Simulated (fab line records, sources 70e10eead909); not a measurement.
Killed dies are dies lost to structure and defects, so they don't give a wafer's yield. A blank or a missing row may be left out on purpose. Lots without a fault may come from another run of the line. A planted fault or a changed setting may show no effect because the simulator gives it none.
fab line records | flow nand_harc
record lots=24 wafers=72 last_day=33
route steps=1302 shown P_M1@305 P_M2@334 P_BONDPAD@372
lots that met no fault: from a run of the same line without faults
start_h: hours from the record's first day to the start of the lot's first wafer shown | wait_h: hours since the lot's step before | " the same as in the row above | L1.1+2: a row that stands for several wafers | - no value, or no start given | * or withheld: withheld | < > ~ a bound
route shown NAME@n: a module of which the file shows steps, and the number in the route of the first | usual: mean/standard deviation of fault-free wafers | same: alike in all rows | chamber/n: place in a boat | sites: the reading at each site | _std_site: their standard deviation | _edge_site: outer sites' mean less inner sites' | radius_mm: how far each site lies from the wafer's centre | mask NAME#n: copy n | behind: the tool/chamber that last shaped the wafer | hold: why the lot was held/for how many hours/how that ended | device: the transistor (n, p or np) that didn't switch | end of line: the same wafers' tests at the end of the route | a step without rows: its recipe alone | killed: dies lost to structure and defects at the first sort, not the wafer's yield | map: a wafer's dies, x killed, . not, _ none there
set.NAME: the setting as run; set.NAME@STEP: as run at that earlier step | model.NAME: the simulator's own value behind a step, which no gauge read
steps of the route over a sample of lots; a table a step, a row a wafer
services: from which hour (start_h, from the record's first day; less than 0 if before it) a tool's chamber was out of use, for how many hours, and why
## steps
# step NHARC_P_M1_DEGAS_29
# recipe temp_c=250 time_s=60
# usual heater_power_w=335/30
# columns lot.wafer tool chamber start_h wait_h heater_power_w
L074.4 pvd_sputter-02 - 134.50 - 328
L074.6 " - " " 341
L074.5 " - " " 331
L075.3 pvd_sputter-03 - 135.03 - 345
L075.4 " - " " 330
L075.5 " - " " 285
L076.3 pvd_sputter-01 - 150.97 - 361
L076.4 " - " " 323
L076.5 " - " " 394
L077.4 pvd_sputter-02 - 152.52 - 288
L077.1 " - " " 329
L077.5 " - " " 293
L078.2 pvd_sputter-03 - 169.24 - 349
L078.4 " - " " 289
L078.3 " - " " 335
L079.1 pvd_sputter-02 - 177.74 - 296
L079.4 " - " " 326
L079.5 " - " " 300
L080.3 pvd_sputter-02 - 196.99 - 332
L080.1 " - " " 288
L080.6 " - " " 295
L081.3 pvd_sputter-01 - 197.99 - 373
L081.2 " - " " 313
L081.6 " - " " 393
L082.1 pvd_sputter-02 - 210.58 - 297
L082.2 " - " " 291
L082.5 " - " " 291
L083.2 pvd_sputter-02 - 214.97 - 336
L083.1 " - " " 295
L083.6 " - " " 325
L084.3 pvd_sputter-01 - 223.53 - 325
L084.4 " - " " 388
L084.5 " - " " 329
L085.1 pvd_sputter-02 - 234.58 - 283
L085.4 " - " " 337
L085.6 " - " " 299
L086.2 pvd_sputter-03 - 241.25 - 307
L086.1 " - " " 333
L086.5 " - " " 370
L087.3 pvd_sputter-01 - 258.94 - 398
L087.4 " - " " 334
L087.5 " - " " 396
L088.2 pvd_sputter-02 - 271.97 - 289
L088.4 " - " " 300
L088.6 " - " " 329
L089.1 pvd_sputter-01 - 273.11 - 324
L089.4 " - " " 388
L089.5 " - " " 318
L090.1 pvd_sputter-03 - 287.55 - 317
L090.4 " - " " 308
L090.5 " - " " 362
L091.4 pvd_sputter-01 - 292.12 - 318
L091.2 " - " " 392
L091.6 " - " " 322
L092.4 pvd_sputter-03 - 307.96 - 365
L092.1 " - " " 318
L092.6 " - " " 312
L093.2 pvd_sputter-02 - 315.73 - 302
L093.4 " - " " 347
L093.1 " - " " 316
L094.2 pvd_sputter-01 - 328.16 - 322
L094.1 " - " " 361
L094.5 " - " " 322
L095.2 pvd_sputter-03 - 350.62 - 321
L095.4 " - " " 321
L095.3 " - " " 363
L096.3 pvd_sputter-03 - 352.85 - 310
L096.2 " - " " 327
L096.5 " - " " 368
L097.2 pvd_sputter-03 - 362.34 - 323
L097.3 " - " " 367
L097.1 " - " " 317
# step NHARC_P_M1_THK_MEAS_24
# recipe thk_meas_gauge=xrf
# usual thk_nm=158.2/1.8
# columns lot.wafer tool chamber start_h wait_h thk_nm
L074.4 film_metro-01 - 135.89 - 157.9
L074.5 " - " " 158.1
L074.6 " - " " 155.3
L075.3 film_metro-01 - 136.45 - 158.8
L075.4 " - " " 158.4
L075.5 " - " " 159.3
L076.3 film_metro-02 - 152.36 - 157.3
L076.4 " - " " 154.8
L076.5 " - " " 156.0
L077.1 film_metro-02 - 153.92 - 157.2
L077.4 " - " " 157.6
L077.5 " - " " 155.5
L078.2 film_metro-02 - 170.65 - 156.8
L078.3 " - " " 157.2
L078.4 " - " " 161.4
L079.1 film_metro-02 - 179.13 - 159.6
L079.4 " - " " 156.6
L079.5 " - " " 158.2
L080.1 film_metro-02 - 198.38 - 158.2
L080.3 " - " " 157.7
L080.6 " - " " 155.4
L081.2 film_metro-02 - 199.40 - 157.2
L081.3 " - " " 157.6
L081.6 " - " " 156.4
L082.1 film_metro-02 - 212.17 - 159.8
L082.2 " - " " 159.0
L082.5 " - " " 156.9
L083.1 film_metro-01 - 216.78 - 158.2
L083.2 " - " " 156.5
L083.6 " - " " 159.6
L084.3 film_metro-01 - 224.94 - 159.0
L084.4 " - " " 163.0
L084.5 " - " " 159.4
L085.1 film_metro-01 - 235.97 - 157.9
L085.4 " - " " 158.8
L085.6 " - " " 157.9
L086.1 film_metro-02 - 242.64 - 161.4
L086.2 " - " " 159.9
L086.5 " - " " 161.0
L087.3 film_metro-01 - 260.35 - 156.9
L087.4 " - " " 160.8
L087.5 " - " " 161.1
L088.2 film_metro-02 - 273.36 - 159.2
L088.4 " - " " 157.5
L088.6 " - " " 159.9
L089.1 film_metro-01 - 274.51 - 155.9
L089.4 " - " " 154.5
L089.5 " - " " 155.6
L090.1 film_metro-02 - 288.97 - 158.9
L090.4 " - " " 157.7
L090.5 " - " " 156.5
L091.2 film_metro-01 - 293.52 - 156.2
L091.4 " - " " 159.0
L091.6 " - " " 159.7
L092.1 film_metro-01 - 309.39 - 157.6
L092.4 " - " " 158.6
L092.6 " - " " 156.3
L093.1 film_metro-01 - 317.12 - 159.3
L093.2 " - " " 159.5
L093.4 " - " " 158.5
L094.1 film_metro-02 - 329.56 - 155.8
L094.2 " - " " 155.6
L094.5 " - " " 160.0
L095.2 film_metro-02 - 352.06 - 155.1
L095.3 " - " " 158.3
L095.4 " - " " 158.0
L096.2 film_metro-01 - 354.36 - 158.3
L096.3 " - " " 155.3
L096.5 " - " " 158.9
L097.1 film_metro-01 - 364.04 - 161.9
L097.2 " - " " 159.2
L097.3 " - " " 155.6
# step NHARC_P_M2_CD_MEAS_16
# usual cd_nm=170.3/1.1
# columns lot.wafer tool chamber start_h wait_h cd_nm
L074.4 cd_sem-01 - 137.92 - 169.7
L074.5 " - " " 170.9
L074.6 " - " " 171.8
L075.3 cd_sem-03 - 138.53 - 172.0
L075.4 " - " " 170.5
L075.5 " - " " 170.5
L076.3 cd_sem-01 - 154.28 - 170.6
L076.4 " - " " 170.6
L076.5 " - " " 168.8
L077.1 cd_sem-02 - 155.96 - 170.5
L077.4 " - " " 169.9
L077.5 " - " " 171.1
L078.2 cd_sem-02 - 172.61 - 170.7
L078.3 " - " " 171.5
L078.4 " - " " 170.8
L079.1 cd_sem-03 - 181.07 - 170.7
L079.4 " - " " 169.5
L079.5 " - " " 171.3
L080.1 cd_sem-02 - 200.42 - 168.4
L080.3 " - " " 168.2
L080.6 " - " " 167.7
L081.2 cd_sem-01 - 201.35 - 169.0
L081.3 " - " " 170.4
L081.6 " - " " 172.4
L082.1 cd_sem-02 - 214.38 - 171.2
L082.2 " - " " 170.8
L082.5 " - " " 169.8
L083.1 cd_sem-02 - 218.82 - 169.4
L083.2 " - " " 170.3
L083.6 " - " " 171.6
L084.3 cd_sem-01 - 226.98 - 168.6
L084.4 " - " " 170.1
L084.5 " - " " 170.5
L085.1 cd_sem-02 - 238.01 - 170.7
L085.4 " - " " 169.5
L085.6 " - " " 167.3
L086.1 cd_sem-02 - 244.68 - 171.4
L086.2 " - " " 170.9
L086.5 " - " " 170.8
L087.3 cd_sem-03 - 262.40 - 169.7
L087.4 " - " " 171.7
L087.5 " - " " 169.2
L088.2 cd_sem-01 - 275.38 - 170.6
L088.4 " - " " 170.6
L088.6 " - " " 171.2
L089.1 cd_sem-03 - 276.54 - 168.6
L089.4 " - " " 169.8
L089.5 " - " " 170.4
L090.1 cd_sem-02 - 290.89 - 170.4
L090.4 " - " " 169.8
L090.5 " - " " 168.8
L091.2 cd_sem-01 - 295.56 - 170.7
L091.4 " - " " 169.8
L091.6 " - " " 171.4
L092.1 cd_sem-03 - 311.59 - 170.9
L092.4 " - " " 167.5
L092.6 " - " " 170.2
L093.1 cd_sem-03 - 319.15 - 170.6
L093.2 " - " " 171.8
L093.4 " - " " 168.9
L094.1 cd_sem-02 - 331.61 - 171.1
L094.2 " - " " 172.3
L094.5 " - " " 172.0
L095.2 cd_sem-01 - 354.10 - 171.9
L095.3 " - " " 169.3
L095.4 " - " " 169.6
L096.2 cd_sem-02 - 356.42 - 171.9
L096.3 " - " " 171.9
L096.5 " - " " 171.4
L097.1 cd_sem-01 - 366.12 - 170.2
L097.2 " - " " 170.5
L097.3 " - " " 170.4
# step NHARC_P_M2_PVD_20
# recipe target_thk_a=50 bias_v=168.6 power_w=15000 chamber_pressure_pa=0.12 time_s=8.06 substrate_temp_c=50 material=TaN
# usual bias_v=168.6/1.7 throttle_valve_pct=29.9/0.82
# columns lot.wafer tool chamber start_h wait_h bias_v throttle_valve_pct
L074.4 pvd_sputter-03 - - - 169.3 29.1
L074.5 " - " " 165.9 29.8
L074.6 " - " " 169.8 30.6
L075.4 pvd_sputter-01 - - - 170.8 28.6
L075.3 " - " " 165.5 31.7
L075.5 " - " " 171.8 28.8
L076.3 pvd_sputter-01 - - - 170.6 31.0
L076.4 " - " " 168.0 31.7
L076.5 " - " " 168.3 30.9
L077.1 pvd_sputter-02 - - - 169.2 30.2
L077.4 " - " " 165.8 29.8
L077.5 " - " " 168.3 29.7
L078.4 pvd_sputter-02 - - - 167.6 29.8
L078.3 " - " " 169.8 29.5
L078.2 " - " " 170.9 30.3
L079.4 pvd_sputter-01 - - - 167.9 31.7
L079.1 " - " " 168.1 29.5
L079.5 " - " " 167.4 28.8
L080.3 pvd_sputter-03 - - - 169.2 30.0
L080.1 " - " " 166.5 29.0
L080.6 " - " " 169.9 30.5
L081.2 pvd_sputter-03 - - - 169.1 30.6
L081.3 " - " " 167.9 29.8
L081.6 " - " " 168.1 29.9
L082.1 pvd_sputter-02 - - - 169.2 30.2
L082.2 " - " " 167.7 29.8
L082.5 " - " " 166.0 30.0
L083.2 pvd_sputter-02 - - - 169.3 30.1
L083.1 " - " " 169.0 30.6
L083.6 " - " " 165.9 30.1
L084.3 pvd_sputter-03 - - - 168.8 29.8
L084.4 " - " " 166.3 29.0
L084.5 " - " " 169.2 29.9
L085.4 pvd_sputter-03 - - - 167.5 30.7
L085.1 " - " " 169.8 29.4
L085.6 " - " " 167.5 30.7
L086.1 pvd_sputter-03 - - - 169.7 29.7
L086.2 " - " " 171.6 29.3
L086.5 " - " " 172.5 30.5
L087.3 pvd_sputter-02 - - - 170.8 29.6
L087.4 " - " " 169.6 30.4
L087.5 " - " " 167.3 30.3
L088.4 pvd_sputter-02 - - - 171.0 30.2
L088.2 " - " " 168.7 30.1
L088.6 " - " " 167.7 30.0
L089.4 pvd_sputter-03 - - - 170.4 30.7
L089.1 " - " " 170.1 29.5
L089.5 " - " " 171.1 30.7
L090.4 pvd_sputter-03 - - - 167.3 30.2
L090.1 " - " " 167.6 30.8
L090.5 " - " " 167.9 29.6
L091.2 pvd_sputter-01 - - - 169.9 29.6
L091.4 " - " " 168.6 28.7
L091.6 " - " " 172.0 32.4
L092.4 pvd_sputter-02 - - - 172.5 29.6
L092.1 " - " " 167.4 29.2
L092.6 " - " " 169.6 29.7
L093.2 pvd_sputter-02 - - - 168.0 29.7
L093.4 " - " " 172.2 28.6
L093.1 " - " " 164.4 29.9
L094.2 pvd_sputter-01 - - - 170.4 29.8
L094.1 " - " " 167.7 28.5
L094.5 " - " " 169.9 28.3
L095.4 pvd_sputter-03 - - - 166.1 30.5
L095.3 " - " " 168.6 29.7
L095.2 " - " " 167.0 28.8
L096.2 pvd_sputter-03 - - - 167.5 29.5
L096.3 " - " " 167.0 29.2
L096.5 " - " " 169.5 30.8
L097.2 pvd_sputter-01 - - - 170.5 29.4
L097.1 " - " " 169.0 28.2
L097.3 " - " " 167.2 32.2
# step NHARC_P_M2_THK_MEAS_24
# recipe thk_meas_gauge=xrf
# usual thk_nm=144.3/2
# columns lot.wafer tool chamber start_h wait_h thk_nm
L074.4 film_metro-01 - 140.06 - 144.4
L074.5 " - " " 143.1
L074.6 " - " " 144.1
L075.3 film_metro-01 - 140.63 - 141.5
L075.4 " - " " 146.6
L075.5 " - " " 144.6
L076.3 film_metro-02 - 156.37 - 144.6
L076.4 " - " " 142.3
L076.5 " - " " 146.0
L077.1 film_metro-01 - 158.06 - 142.6
L077.4 " - " " 145.7
L077.5 " - " " 144.2
L078.2 film_metro-02 - 175.06 - 142.0
L078.3 " - " " 145.1
L078.4 " - " " 142.8
L079.1 film_metro-01 - 183.19 - 143.3
L079.4 " - " " 145.5
L079.5 " - " " 144.4
L081.2 film_metro-01 - 203.93 - 143.6
L081.3 " - " " 142.2
L081.6 " - " " 142.2
L080.1 film_metro-02 - 203.93 - 142.0
L080.3 " - " " 145.2
L080.6 " - " " 147.5
L082.1 film_metro-01 - 217.07 - 141.5
L082.2 " - " " 144.1
L082.5 " - " " 141.6
L083.1 film_metro-01 - 220.94 - 143.6
L083.2 " - " " 145.4
L083.6 " - " " 144.4
L084.3 film_metro-02 - 229.11 - 147.3
L084.4 " - " " 144.9
L084.5 " - " " 141.8
L085.1 film_metro-02 - 240.12 - 145.6
L085.4 " - " " 147.9
L085.6 " - " " 145.4
L086.1 film_metro-01 - 246.78 - 143.0
L086.2 " - " " 143.3
L086.5 " - " " 143.4
L087.3 film_metro-02 - 264.51 - 145.3
L087.4 " - " " 147.2
L087.5 " - " " 145.9
L088.2 film_metro-01 - 277.55 - 140.4
L088.4 " - " " 143.9
L088.6 " - " " 143.4
L089.1 film_metro-01 - 278.65 - 143.3
L089.4 " - " " 141.9
L089.5 " - " " 143.6
L090.1 film_metro-01 - 293.02 - 143.9
L090.4 " - " " 147.2
L090.5 " - " " 148.9
L091.2 film_metro-01 - 297.84 - 144.2
L091.4 " - " " 144.8
L091.6 " - " " 145.8
L092.1 film_metro-02 - 313.72 - 144.6
L092.4 " - " " 144.4
L092.6 " - " " 145.8
L093.1 film_metro-01 - 321.33 - 144.0
L093.2 " - " " 143.6
L093.4 " - " " 143.3
L094.1 film_metro-01 - 333.79 - 141.3
L094.2 " - " " 142.9
L094.5 " - " " 142.2
L095.2 film_metro-01 - 356.23 - 148.9
L095.3 " - " " 146.9
L095.4 " - " " 144.0
L096.2 film_metro-02 - 358.57 - 141.8
L096.3 " - " " 146.6
L096.5 " - " " 144.4
L097.1 film_metro-01 - 368.23 - 144.4
L097.2 " - " " 146.3
L097.3 " - " " 146.6
# step NHARC_P_BONDPAD_ETCH_24
# recipe target_depth_a=300 over_etch_frac=0.3 time_s=72.99 ion_energy_ev=150 cf4_flow_sccm=50 n2_flow_sccm=100 ar_flow_sccm=150 rf_w=300 bias_w=100 chemistry=CF4/N2
# usual drypump_motor_current_A=6.1/0.44 oes_product_au=0.998/0.017 rf_vpp_V=314.2/1.7 showerhead_plenum_p_Torr=2.63/0.084 throttle_valve_pct=19.794/0.0094
# columns lot.wafer tool chamber start_h wait_h drypump_motor_current_A oes_product_au rf_hours_counter_h rf_vpp_V showerhead_plenum_p_Torr throttle_valve_pct
L074.4 rie_diel-05 3 142.93 0.1 4.8 0.984 - 314.2 2.63 19.800
L074.6 " 0 " " 5.3 1.003 - 313.9 2.59 19.782
L074.5 " 2 " " 6.4 1.028 - 313.8 2.55 19.794
L075.4 rie_diel-12 1 - - 5.8 0.989 1.8 312.9 2.54 19.803
L075.3 " 2 " " 6.2 1.004 1.7 317.1 2.78 19.791
L075.5 " 2 " " 6.2 1.009 - 316.9 2.78 19.808
L076.4 rie_diel-08 1 - - 6.3 0.959 6.1 316.5 2.74 19.796
L076.3 " 3 " " 6.4 0.986 6.0 312.7 2.55 19.801
L076.5 " 1 " " 6.3 0.963 - 316.5 2.74 19.806
L077.1 rie_diel-08 2 - - 6.1 0.992 5.1 316.0 2.66 19.800
L077.4 " 3 " " 6.4 1.003 6.0 312.8 2.55 19.787
L077.5 " 2 " " 6.1 0.987 - 315.7 2.67 19.787
L078.2 rie_diel-08 1 - - 6.3 0.956 6.6 317.1 2.74 19.803
L078.4 " 2 " " 6.2 0.985 5.5 314.0 2.66 19.785
L078.3 " 3 " " 6.4 0.995 6.4 313.3 2.55 19.784
L079.4 rie_diel-08 2 - - 6.1 0.998 6.2 315.4 2.66 19.797
L079.1 " 0 " " 6.0 0.998 5.8 313.0 2.54 19.799
L079.5 " 3 " " 6.5 0.996 - 312.9 2.55 19.778
L081.3 rie_diel-12 2 - - 6.2 0.991 6.0 316.9 2.78 19.779
L081.2 " 3 " " 5.7 1.037 4.9 312.9 2.63 19.786
L081.6 " 0 " " 6.7 0.987 - 316.5 2.76 19.783
L080.3 rie_diel-05 1 - - 6.4 0.984 3.1 315.8 2.67 19.801
L080.1 " 2 " " 6.4 1.013 4.5 312.7 2.55 19.791
L080.6 " 2 " " 6.4 1.025 - 311.8 2.55 19.791
L082.2 rie_diel-08 0 - - 6.0 1.004 0.6 309.9 2.54 19.807
L082.1 " 1 " " 6.3 1.007 0.6 315.7 2.74 19.790
L082.5 " 1 " " 6.3 0.991 - 317.0 2.74 19.805
L083.1 rie_diel-08 3 - - 6.4 1.023 1.0 312.4 2.55 19.780
L083.2 " 1 " " 6.3 1.001 0.7 316.6 2.74 19.788
L083.6 " 3 " " 6.4 1.034 - 313.3 2.55 19.800
L084.4 rie_diel-08 3 - - 6.4 1.032 2.0 312.1 2.55 19.794
L084.3 " 2 " " 6.1 0.992 1.9 313.8 2.66 19.788
L084.5 " 0 " " 6.0 1.014 - 312.8 2.54 19.803
L085.4 rie_diel-12 3 - - 5.7 1.020 7.8 313.1 2.63 19.801
L085.1 " 0 " " 6.6 0.995 7.3 317.0 2.76 19.794
L085.6 " 2 " " 6.2 1.013 - 315.7 2.78 19.785
L086.2 rie_diel-12 2 - - 6.2 1.008 9.4 316.4 2.78 19.785
L086.1 " 3 " " 5.7 1.025 7.9 313.9 2.63 19.802
L086.5 " 3 " " 5.7 1.026 - 315.6 2.63 19.795
L087.3 rie_diel-12 1 267.27 0.2 5.8 0.979 10.1 315.0 2.53 19.769
L087.5 " 3 " " 5.7 1.014 - 313.3 2.63 19.795
L087.4 " 1 " " 5.8 0.985 - 312.1 2.53 19.782
L088.2 rie_diel-08 0 - - 6.0 0.997 4.3 313.3 2.54 19.789
L088.4 " 3 " " 6.4 1.034 4.8 312.3 2.55 19.787
L088.6 " 1 " " 6.3 1.001 - 316.2 2.74 19.784
L089.4 rie_diel-12 3 - - 5.7 0.991 0.1 315.1 2.63 19.790
L089.1 " 0 " " 6.6 0.994 0.1 316.6 2.76 19.792
L089.5 " 3 " " 5.7 1.000 - 313.9 2.63 19.795
L090.4 rie_diel-08 2 - - 6.1 0.985 5.2 315.0 2.66 19.787
L090.1 " 0 " " 6.0 0.997 4.7 313.7 2.54 19.797
L090.5 " 2 " " 6.1 0.991 - 313.9 2.66 19.798
L091.2 rie_diel-08 2 300.57 0.1 6.1 1.004 5.7 314.7 2.66 19.791
L091.6 " 2 " " 6.1 0.995 - 315.3 2.66 19.804
L091.4 " 0 " " 6.0 0.998 - 313.2 2.54 19.796
L092.1 rie_diel-05 1 - - 6.4 0.998 1.9 316.1 2.67 19.800
L092.4 " 3 " " 4.8 1.014 1.7 314.4 2.63 19.789
L092.6 " 0 " " 5.3 0.987 - 314.3 2.59 19.783
L093.2 rie_diel-08 2 - - 6.1 0.985 8.2 313.8 2.66 19.787
L093.4 " 0 " " 6.0 0.998 7.7 312.9 2.54 19.791
L093.1 " 1 " " 6.3 0.985 7.4 315.8 2.74 19.799
L094.2 rie_diel-08 1 336.55 0.2 6.3 0.986 7.7 315.4 2.74 19.798
L094.1 " 2 " " 6.2 0.974 8.6 314.6 2.66 19.808
L094.5 " 1 " " 6.4 0.994 - 315.5 2.74 19.798
L095.2 rie_diel-08 2 358.84 0.1 6.1 0.988 10.5 314.6 2.66 19.796
L095.3 " 0 " " 6.0 0.990 9.9 314.5 2.54 19.772
L095.4 " 2 " " 6.1 0.980 - 314.2 2.66 19.779
L096.3 rie_diel-05 0 - - 5.3 0.978 2.7 314.1 2.59 19.809
L096.2 " 1 " " 6.4 1.006 2.4 314.4 2.67 19.790
L096.5 " 3 " " 4.8 1.002 - 314.2 2.63 19.804
L097.3 rie_diel-05 3 - - 4.8 0.993 3.0 314.4 2.63 19.806
L097.1 " 0 " " 5.3 0.987 3.3 313.0 2.59 19.805
L097.2 " 2 " " 6.4 1.014 2.7 312.4 2.55 19.791
## services
# columns tool chamber start_h hours kind
rie_diel-08 0 120.81 - clean
rie_diel-08 1 120.81 - clean
rie_diel-08 2 120.81 - clean
rie_diel-08 3 120.81 - clean
rie_diel-05 3 128.90 12.1 repair
rie_diel-05 1 139.90 16.7 repair
rie_diel-05 3 161.83 10.5 repair
rie_diel-08 - 190.81 9.0 pm
pvd_sputter-01 - 205.66 10.1 repair
pvd_sputter-03 - 209.34 10.0 pm
rie_diel-05 0 221.39 7.3 repair
pvd_sputter-01 - 226.00 10.0 pm
rie_diel-05 - 229.60 9.0 pm
rie_diel-12 3 236.02 4.3 repair
rie_diel-12 2 266.34 1.9 repair
rie_diel-12 - 268.40 9.0 pm
rie_diel-05 - 272.34 2.6 repair
rie_diel-05 2 278.46 7.6 repair
rie_diel-05 3 280.32 3.9 repair
rie_diel-08 1 296.52 9.6 repair
rie_diel-08 0 324.33 6.1 repair
rie_diel-08 3 330.57 57.5 repair
pvd_sputter-03 - 338.72 2.0 repair
rie_diel-08 - 367.81 9.0 pm
## key
fault none
